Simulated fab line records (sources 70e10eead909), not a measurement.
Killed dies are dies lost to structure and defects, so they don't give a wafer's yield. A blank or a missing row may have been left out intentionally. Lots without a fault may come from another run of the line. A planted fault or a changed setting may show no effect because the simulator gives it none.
Struck lot and sound lot, side by side	flow nand_harc	41 out of 1159 route steps
Sound: these wafers, L166.2, L166.3, L166.5. Wafers L181.1, L181.3, L181.6 were the ones struck. The cause comes at the end.
For every step that has rows: the tool of each side, followed by ch and its chambers, followed by its first start. Under that, the readings that differ: sound wafers	struck wafers	difference of the means	sigmas: that difference in standard deviations of wafers without a fault.
alike: same words and numbers on both sides, and readings whose means sit less than 2 such deviations apart. not compared: any withheld reading, any reading some wafer has no value for, any bound like >300 that may hide the same value, and any number with overlapping values for which the record gives no deviation.
A row with sigmas, a row that says differs or no value, or rows on one side alone: a step with any of these is where the two part. Numbers that have no deviation but don't overlap get no sigmas and don't part them. A reading that every wafer of one side lacks parts them only if that side has two wafers or more.

first, 5 steps without rows for these wafers: NHARC_P_STI_SOFTBAKE_04 (time 70 s); NHARC_P_STI_EBR_05; NHARC_P_STI_EXPOSE_06 (exposes mask P STI, target cd 200 nm); NHARC_P_STI_PEB_07 (peb time 80 s); NHARC_P_STI_DEVELOP_08 (time 50 s).
NHARC_P_STI_CD_MEAS_09: target cd 200 nm.
  sound on cd_sem-03 ch 0, day 2 12:09; struck on cd_sem-03 ch 0, day 6 06:05
  alike: cd_nm
NHARC_P_STI_OVL_MEAS_10:
  sound on overlay-01 at day 2 12:14; struck on overlay-01 at day 6 06:11
  alike: overlay_x_nm, overlay_y_nm
NHARC_P_STI_INSPECT_11:
  sound on defect_inspect-02 at day 2 12:17; struck on defect_inspect-01 at day 6 06:13
  alike: raw_defect_count
then, 1 step without rows for these wafers: NHARC_P_STI_HARDBAKE_13 (time 65 s).
NHARC_P_STI_DESCUM_14: chemistry O2, time 3 s.
  sound on rie_diel-05 ch 2,3, day 2 12:25; struck on rie_diel-05 ch 1,2,3, day 6 06:22
  alike: drypump_motor_current_A, oes_product_au, rf_vpp_V, showerhead_plenum_p_Torr, throttle_valve_pct
  not compared: rf_hours_counter_h
NHARC_P_STI_ETCH_42: etches the open film in N2/H2, target depth 80 nm, overetch 24 nm, time 61 s.
  sound on rie_diel-05 ch 1,2,3, day 2 12:31; struck on rie_diel-05 ch 0,2, day 6 06:26
  alike: drypump_motor_current_A, oes_product_au, rf_vpp_V, showerhead_plenum_p_Torr, throttle_valve_pct
  not compared: rf_hours_counter_h
NHARC_P_STI_ETCH_31: etches the open film in CF4/CHF3, target depth 108.9 nm, time 54.5 s.
  sound on rie_diel-05 ch 0,3; struck on rie_diel-05 ch 0,1
  alike: drypump_motor_current_A, oes_product_au, rf_vpp_V, showerhead_plenum_p_Torr, throttle_valve_pct
  not compared: rf_hours_counter_h
NHARC_P_STI_ETCH_15: etches the open film in HBr/Cl2, target depth 300 nm, time 100.1 s.
  sound on rie_si-05 ch 0,3, day 2 12:42; struck on rie_si-04 ch 1,2,3, day 6 06:38
  alike: drypump_motor_current_A, he_backside_leak_sccm, oes_product_au, throttle_valve_pct
  not compared: rf_hours_counter_h
NHARC_P_STI_CD_MEAS_16:
  sound on cd_sem-02 at day 2 12:52; struck on cd_sem-02 at day 6 06:48
  alike: cd_nm
NHARC_P_STI_OCD_MEAS_17:
  sound on ocd-02 at day 2 12:57; struck on ocd-02 at day 6 06:53
  alike: trench_depth_nm, trench_foot_cd_nm
then, 3 steps without rows for these wafers: NHARC_P_STI_STRIP_19 (strips in SPM, time 900 s); NHARC_P_STI_PRECLEAN_32 (cleans in SC1); NHARC_P_STI_SRD_23.
NHARC_P_STI_OCD_MEAS_43:
  sound on ocd-01 at day 2 13:28; struck on ocd-01 at day 6 07:24
  alike: trench_depth_nm, trench_foot_cd_nm
then, 3 steps without rows for these wafers: NHARC_P_STI_OXIDE_33 (material SiO2, target thk 10 nm, ox time 281 s); NHARC_P_STI_HDPCVD_20 (deposits SiO2); NHARC_P_STI_ANNEAL_34 (time 1800 s).
NHARC_P_STI_CMP_21: polishes, t overpolish 20 s, target thk 380.67 nm.
  sound on cmp-01 ch 0,2,3, day 3 08:18; struck on cmp-04 ch 0,1,3, day 7 01:49
  alike: motor_current_A, overpolish_run_s, slurry_filter_dp_kPa, slurry_flow_ml_min
then, 17 steps without rows for these wafers: NHARC_P_STI_SRD_35; NHARC_P_STI_ETCH_36 (etches SiO2 in dHF, target depth 38.8 nm); NHARC_P_STI_STRIP_24 (strips Si3N4 in H3PO4); NHARC_P_STI_ETCH_37 (etches SiO2 in dHF, target depth 11 nm); NHARC_P_STI_PRECLEAN_38 (cleans in SC1); NHARC_P_STI_SRD_39; NHARC_P_STI_OXIDE_40 (material SiO2, target thk 10 nm, ox time 1362 s); NHARC_P_GATE_ETCH_69 (etches SiO2 in dHF, target depth 14 nm); NHARC_P_GATE_PRECLEAN_70 (cleans in SC1); NHARC_P_GATE_SRD_01; NHARC_P_GATE_OXIDE_02 (material SiO2, target thk 37.5 nm, ox time 365 s); NHARC_P_GATE_DEHYDRATE_03 (time 120 s); NHARC_P_GATE_HMDS_04 (time 30 s); NHARC_P_GATE_COAT_05; NHARC_P_GATE_SOFTBAKE_06 (time 95 s); NHARC_P_GATE_EBR_07; NHARC_P_GATE_EXPOSE_08 (exposes mask P HV).
-- the record jumps here: 16 days lie between the struck wafers' starts before and after (it left off in module P_GATE and takes up again in module END, whose first step shown is number 1159 of the route) --
NHARC_END_SORT_01:
  sound on prober-02 ch 0, day 19 07:02; struck on prober-02 ch 0, day 23 01:43
reading	sound	struck	difference	sigmas
killed_at_periphery	3 5 2	84 96 43	+71	+31
killed_dies	20 19 27	129 138 81	+94	+7
  alike: killed_at_array, killed_at_other, killed_open, killed_short

== WHERE THEY PART ==
Within this record, at NHARC_END_SORT_01 only.

WHY: what the simulator had put in
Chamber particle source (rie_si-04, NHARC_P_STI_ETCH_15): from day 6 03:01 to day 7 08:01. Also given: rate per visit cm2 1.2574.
